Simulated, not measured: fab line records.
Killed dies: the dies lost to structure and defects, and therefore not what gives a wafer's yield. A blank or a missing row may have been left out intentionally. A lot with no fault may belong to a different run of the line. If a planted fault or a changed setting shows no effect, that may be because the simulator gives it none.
Matching of chambers	flow nand_harc	NHARC_A_CONTACT_ETCH_106 on rie_diel-11: 4 sister chambers
The step etches the open film in CF4/O2, target depth 90 nm, overetch 9 nm, time 49.5 s. 18 wafers are shown with their chamber, then 9 later ones without.

WAFERS WITH THEIR CHAMBER
wafer	chamber	showerhead_plenum_p_Torr (Torr)	drypump_motor_current_A (A)	rf_vpp_V (V)
L421.2	1	1.44	5.7	198.8
L421.4	3	1.44	5.8	199.7
L421.6	2	1.38	5.7	198.5
L420.1	3	1.44	5.7	200.8
L420.2	0	1.37	5.5	198.3
L420.3	2	1.38	5.7	198.7
L425.1	0	1.37	5.5	198.0
L425.4	2	1.37	5.7	197.9
L425.5	3	1.44	5.7	199.1
L427.2	2	1.37	5.7	198.4
L427.5	1	1.44	5.7	199.4
L430.6	0	1.37	5.5	198.0
L436.1	0	1.36	5.5	197.3
L436.3	3	1.44	5.7	198.0
L436.4	1	1.44	5.7	198.6
L439.1	3	1.44	5.7	199.5
L439.3	2	1.37	5.7	199.1
L439.5	0	1.36	5.5	199.1

SIGNATURES (means of the wafers above)
reading	chamber 0	chamber 1	chamber 2	chamber 3	scatter within a chamber
showerhead_plenum_p_Torr	1.3660	1.4400	1.3740	1.4400	0.00414
drypump_motor_current_A	5.500	5.700	5.700	5.720	0.0239
rf_vpp_V	198.140	198.933	198.520	199.420	0.703
Rule: distance of a wafer from a chamber = root of the sum over the readings of ((wafer's reading minus chamber's mean) / reading's scatter) squared. If the next closest chamber is less than 2 further off than the closest, the wafer can't be placed; otherwise it belongs to the closest. The scatter: the root of (the sum of the squares of (reading less its chamber's mean) over the shown wafers, divided by (wafers less chambers)).

WAFERS WITH NO CHAMBER GIVEN
wafer	showerhead_plenum_p_Torr (Torr)	drypump_motor_current_A (A)	rf_vpp_V (V)
L440.2	1.44	5.8	200.4
L440.4	1.36	5.5	197.4
L440.6	1.37	5.7	199.0
L441.2	1.44	5.8	200.0
L441.4	1.36	5.5	197.6
L441.5	1.44	5.7	200.4
L443.2	1.44	5.7	199.8
L443.3	1.36	5.5	198.8
L443.4	1.37	5.7	199.8

EACH ONE'S CHAMBER
wafer	from the rows above	in truth
L440.2	can't be placed: 3 or 1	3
L440.4	0	0
L440.6	2	2
L441.2	can't be placed: 3 or 1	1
L441.4	0	0
L441.5	can't be placed: 3 or 1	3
L443.2	can't be placed: 3 or 1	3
L443.3	0	0
L443.4	2	2
Correctly placed: 5 of 9. Not placeable from these rows: 4 (in 4, the candidates include the true chamber). Placed wrongly: 0.
